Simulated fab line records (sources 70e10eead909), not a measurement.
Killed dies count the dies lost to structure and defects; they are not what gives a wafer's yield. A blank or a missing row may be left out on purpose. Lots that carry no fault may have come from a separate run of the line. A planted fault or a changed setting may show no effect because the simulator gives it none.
Matching of chambers | flow nandHarc | aldMetal-03 running NHARC_A_WL_FILL_ALD_19: 4 sister chambers
The step deposits TiN, target thk 2 nm, pulse time 3 s, ald cycles 100. 14 wafers are shown with their chamber, then 7 later ones without.

## WAFERS PAIRED WITH THEIR CHAMBERS
wafer  | chamber | heaterPowerW (W) | precursorPulseHeightRel
L079.1 | 3       | 1000             | 0.998
L079.2 | 2       | 1035             | 0.977
L079.6 | 1       | 1058             | 0.994
L076.1 | 3       | 1033             | 1.019
L076.2 | 2       | 1021             | 1.031
L076.4 | 0       | 1013             | 0.985
L083.3 | 0       | 958              | 1.020
L083.5 | 0       | 941              | 1.000
L083.6 | 1       | 1042             | 1.009
L085.2 | 0       | 958              | 1.013
L085.4 | 3       | 1063             | 0.993
L085.6 | 3       | 1057             | 0.990
L085.1 | 1       | 1033             | 0.991
L085.3 | 2       | 1098             | 0.987

SIGNATURES (means of the wafers above)
reading                 | chamber 0 | chamber 1 | chamber 2 | chamber 3 | scatter within a chamber
heaterPowerW            | 967.50    | 1044.33   | 1051.33   | 1038.25   | 30.2
precursorPulseHeightRel | 1.00450   | 0.99800   | 0.99833   | 1.00000   | 0.0175
Rule: for each reading, subtract the chamber's mean from the wafer's reading, divide by that reading's scatter and square the result; add these up over the readings and take the root, which gives the wafer's distance from the chamber. The wafer belongs to the nearest chamber; if the next one is less than 2 further off, it can't be placed. The scatter: the root of (the sum of the squares of (reading less its chamber's mean) over the shown wafers, divided by (wafers less chambers)).

## WAFERS WITH NO CHAMBER GIVEN
wafer  | heaterPowerW (W) | precursorPulseHeightRel
L085.5 | 956              | 1.011
L089.1 | 1049             | 0.995
L089.3 | 1103             | 0.975
L089.6 | 1047             | 1.007
L094.2 | 1017             | 1.007
L094.3 | 1086             | 1.011
L094.6 | 1072             | 0.996

## CHAMBER TAKEN BY EACH
wafer  | from the rows above               | in truth
L085.5 | 0                                 | 0
L089.1 | can't be placed: 2 or 1 or 3      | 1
L089.3 | can't be placed: 2 or 1 or 3      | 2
L089.6 | can't be placed: 3 or 2 or 1      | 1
L094.2 | can't be placed: 3 or 1 or 2 or 0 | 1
L094.3 | can't be placed: 2 or 1 or 3      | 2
L094.6 | can't be placed: 2 or 1 or 3      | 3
Correctly placed: 1 of 7. Not placeable from these rows: 6 (in 6, the candidates include the true chamber). Number placed wrongly: 0.
